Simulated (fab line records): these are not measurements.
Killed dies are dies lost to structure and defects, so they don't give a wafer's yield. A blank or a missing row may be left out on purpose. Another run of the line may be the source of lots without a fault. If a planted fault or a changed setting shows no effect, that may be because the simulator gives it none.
Which of the tools did it? -- flow n5-finfet -- 11 lots, 32 wafers sampled, at 3 steps of a route of 1938

== WHAT THE GAUGES READ, wafer by wafer ==
N5_BEOL_M12_THK_MEAS_01. Usual: M12_ILD_THK 658 nm, standard deviation 8.9.
lot,measured,on,M12_ILD_THK (nm),flag
L749,day 10 06:38,film-metro-01,644 650 656,
L748,day 10 07:00,film-metro-01,665 652 666,
L750,day 10 23:08,film-metro-01,659 667 670,
L751,day 11 06:11,film-metro-01,663 667,
L753,day 11 18:49,film-metro-02,652 655 662,
L758,day 13 02:04,film-metro-02,656 670 666,
L760,day 13 03:03,film-metro-01,641 654 656,
L759,day 13 07:10,film-metro-01,657 662 672,
L764,day 14 08:53,film-metro-02,655 671 670,
L766,day 15 00:29,film-metro-02,657 651 663,
L771,day 16 06:19,film-metro-02,651 649 661,

== WHICH TOOL RAN EACH LOT (tool, then ch and the chambers of the sampled wafers, then the start) ==
lot,N5_BEOL_M11_CMP_52,N5_BEOL_M11_DEP_56
L749,"cmp-02 ch 0,1,2, day 10 05:58","pecvd-02 ch 0,1, day 10 06:19"
L748,"cmp-01 ch 1,2,3, day 10 06:23","pecvd-01 ch 0,1, day 10 06:41"
L750,"cmp-04 ch 0,2, day 10 22:32","pecvd-02 ch 1,2, day 10 22:53"
L751,"cmp-04 ch 1,3, day 11 05:39","pecvd-04 ch 1, day 11 05:56"
L753,"cmp-02 ch 0,2, day 11 18:14","pecvd-02 ch 0,1,2, day 11 18:34"
L758,"cmp-02 ch 0,1, day 13 01:27","pecvd-02 ch 0,1,2, day 13 01:48"
L760,"cmp-02 ch 0,2, day 13 02:26","pecvd-04 ch 0,2, day 13 02:45"
L759,"cmp-01 ch 0,1,3, day 13 06:33","pecvd-04 ch 0,1,2, day 13 06:54"
L764,"cmp-02 ch 2,3, day 14 08:17","pecvd-02 ch 0,2, day 14 08:38"
L766,"cmp-02 ch 0,2,3, day 14 23:52","pecvd-02 ch 0,2, day 15 00:13"
L771,"cmp-02 ch 0,1,3, day 16 05:42","pecvd-01 ch 1,2, day 16 06:03"
- N5_BEOL_M11_CMP_52: polishes, stops on SiCOH lowk, t overpolish 7 s, target thk 140 nm.
- N5_BEOL_M11_DEP_56: deposits SiCN from 3MS/NH3, target thk 30 nm, time 10.5 s.

== WHAT THE TOOLS THEMSELVES READ (means of the sampled wafers that have a number; where no wafer has one, the mark that the record gives instead) ==
N5_BEOL_M11_CMP_52. Usual: barrier-field-endpoint-s 29.0 s, standard deviation 0.69; motor-current-A 6.2 A, standard deviation 0.5; overpolish-run-s 7.000 s, standard deviation 0.0089; time-to-endpoint-s 66 s, standard deviation 3.2.
lot,tool,barrier-field-endpoint-s (s),motor-current-A (A),overpolish-run-s (s),time-to-endpoint-s (s),flag
L749,cmp-02,29.1,6.3,7.000,65,
L748,cmp-01,29.8,6.1,7.000,66,
L750,cmp-04,29.2,6.2,7.015,71,
L751,cmp-04,29.4,6.3,6.995,67,
L753,cmp-02,27.9,6.3,7.006,63,
L758,cmp-02,28.6,6.3,7.004,66,
L760,cmp-02,28.8,6.3,7.003,67,
L759,cmp-01,29.4,5.9,6.987,68,
L764,cmp-02,29.7,5.9,7.001,72,
L766,cmp-02,29.5,5.9,7.005,69,
L771,cmp-02,28.3,6.0,7.000,62,

N5_BEOL_M11_DEP_56. Usual: rf-fwd-power-W 664 W, standard deviation 3.9; showerhead-plenum-p-Torr 4.149 Torr, standard deviation 0.012; throttle-valve-pct 18.0 %, standard deviation 1.3.
lot,tool,rf-fwd-power-W (W),showerhead-plenum-p-Torr (Torr),throttle-valve-pct (%),flag
L749,pecvd-02,664,4.155,18.5,
L748,pecvd-01,664,4.143,17.9,
L750,pecvd-02,662,4.150,17.6,
L751,pecvd-04,663,4.155,18.9,
L753,pecvd-02,663,4.150,17.8,
L758,pecvd-02,666,4.147,17.9,
L760,pecvd-04,663,4.150,18.1,
L759,pecvd-04,664,4.149,18.5,
L764,pecvd-02,667,4.136,17.6,
L766,pecvd-02,666,4.141,17.6,
L771,pecvd-01,666,4.157,19.1,

== THE ANSWER, worked out from the rows above alone ==
Rule: take the mean of a lot's wafers that have a number; if it is more than 3 standard deviations from the usual mean, the lot is off. A lot without any number at a reading at which 4 lots or more have one is off too. The other lots that the step has rows for count as sound. Order of review: gauges by route order, followed by the tools' own readings, for which a lot's mean as printed above is used. At the first step where some lot is off, the reading lying furthest off is the one used; lots without a number count as furthest.
Across all readings shown, no lot is off: no conclusion can be drawn from this.

== WHAT THE SIMULATOR HAD INSERTED ==
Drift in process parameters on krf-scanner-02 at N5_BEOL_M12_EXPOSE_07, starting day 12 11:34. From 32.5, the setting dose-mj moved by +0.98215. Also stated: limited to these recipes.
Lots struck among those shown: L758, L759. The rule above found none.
